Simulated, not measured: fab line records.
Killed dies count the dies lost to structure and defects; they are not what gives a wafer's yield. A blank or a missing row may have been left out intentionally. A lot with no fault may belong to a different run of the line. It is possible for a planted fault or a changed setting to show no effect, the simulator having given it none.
Matching of chambers || flow n5_finfet || N5_BEOL_M5_PRE_CLEAN_77 on cvd_co-02: 3 sister chambers
The step time 15 s. 3 wafers are shown with their chamber, then 12 later ones without.

== EACH WAFER AND ITS CHAMBER ==
{"wafer": "L089.4", "chamber": 1, "heater_power_w (W)": 80}
{"wafer": "L090.4", "chamber": 2, "heater_power_w (W)": 89}
{"wafer": "L090.6", "chamber": 0, "heater_power_w (W)": 71}

== WAFERS WITHOUT THEIR CHAMBER ==
{"wafer": "L093.2", "heater_power_w (W)": 71}
{"wafer": "L093.4", "heater_power_w (W)": 69}
{"wafer": "L093.5", "heater_power_w (W)": 83}
{"wafer": "L096.1", "heater_power_w (W)": 79}
{"wafer": "L096.2", "heater_power_w (W)": 71}
{"wafer": "L096.3", "heater_power_w (W)": 91}
{"wafer": "L096.4", "heater_power_w (W)": 90}
{"wafer": "L096.5", "heater_power_w (W)": 80}
{"wafer": "L096.6", "heater_power_w (W)": 70}
{"wafer": "L097.2", "heater_power_w (W)": 72}
{"wafer": "L097.3", "heater_power_w (W)": 91}
{"wafer": "L097.5", "heater_power_w (W)": 89}

== WHICH CHAMBER EACH ONE RAN IN ==
{"wafer": "L093.2", "from the rows above": 0, "in truth": 0}
{"wafer": "L093.4", "from the rows above": 0, "in truth": 0}
{"wafer": "L093.5", "from the rows above": 1, "in truth": 1}
{"wafer": "L096.1", "from the rows above": 1, "in truth": 1}
{"wafer": "L096.2", "from the rows above": 0, "in truth": 0}
{"wafer": "L096.3", "from the rows above": 2, "in truth": 2}
{"wafer": "L096.4", "from the rows above": 2, "in truth": 2}
{"wafer": "L096.5", "from the rows above": 1, "in truth": 1}
{"wafer": "L096.6", "from the rows above": 0, "in truth": 0}
{"wafer": "L097.2", "from the rows above": 0, "in truth": 0}
{"wafer": "L097.3", "from the rows above": 2, "in truth": 2}
{"wafer": "L097.5", "from the rows above": 2, "in truth": 2}
Correctly placed: 12 of 12. Not placeable from these rows: 0. Number placed wrongly: 0.
How it was worked out, from the rows above alone: a wafer's distance from a chamber is the root of the sum, over the readings, of the square of ((its reading less the chamber's mean) divided by the reading's scatter). The wafer belongs to the nearest chamber; if the next one is less than 2 further off, it can't be placed. The mean given for a chamber averages the wafers shown for that chamber. The scatter (one wafer shown for each chamber): square how far every hidden wafer sits from the nearest shown wafer, average those squares and take the square root.
